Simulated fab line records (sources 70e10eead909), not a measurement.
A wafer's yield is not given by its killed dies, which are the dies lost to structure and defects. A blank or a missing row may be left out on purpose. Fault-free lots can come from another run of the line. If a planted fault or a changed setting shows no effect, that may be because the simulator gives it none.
2 desks looking at one fault -- flow nandHarc -- what lay behind the numbers comes last; until then each desk has only its own

## AT THE METROLOGY DESK
Means of the sampled wafers that have a number, per lot and without regard to the tool the lot ran on: this is what the gauges read. A lot is out of limits, marked OUT, if its mean lies more than 4 standard deviations from the usual mean; the brackets give that distance.
Columns: A = thkNm at NHARC_THIN_TSV_THK_MEAS_02, usual 3046 nm
lot,first seen here,A
L841,day 23 23:37,3266
L843,day 24 00:49,3208
L844,day 24 13:48,2880
L842,day 24 15:00,3279
L845,day 24 23:55,2983
L848,day 27 01:30,3167
L853,day 28 10:13,3162
L852,day 28 15:50,3141
L855,day 29 13:20,3139
L856,day 29 22:04,3094
L858,day 31 04:32,2824
L863,day 32 13:14,3142
L862,day 32 14:27,3117
L864,day 33 05:31,2963
This desk's finding: nothing out of limits on any of the 14 lots.

## THE TOOL OWNER'S DESK: pecvd-03
The tool's own readings at NHARC_A_CONTACT_DEP_29 (deposits SiON, target thk 100 nm): means of the sampled wafers that have a number, for each lot that ran on this tool. A lot is out of limits, marked OUT, if its mean lies more than 4 standard deviations from the usual mean; the brackets give that distance.
Columns: A = heaterPowerOuterW at NHARC_A_CONTACT_DEP_29, usual 492 W; B = heaterPowerW at NHARC_A_CONTACT_DEP_29, usual 777 W
lot,first seen here,A,B
L843,day 21 19:29,538,799
L842,day 22 05:45,450,681
L853,day 26 00:41,600,929
L852,day 26 08:49,561,848
L855,day 27 08:33,598,886
L862,day 30 06:20,505,765
This desk's finding: nothing out of limits on any of the 6 lots.

## PUT TOGETHER
Metrology desk: nothing out of limits seen.
The desk of the tool owner found nothing out of limits.

## WHAT HAD BEEN PUT IN BY THE SIMULATOR
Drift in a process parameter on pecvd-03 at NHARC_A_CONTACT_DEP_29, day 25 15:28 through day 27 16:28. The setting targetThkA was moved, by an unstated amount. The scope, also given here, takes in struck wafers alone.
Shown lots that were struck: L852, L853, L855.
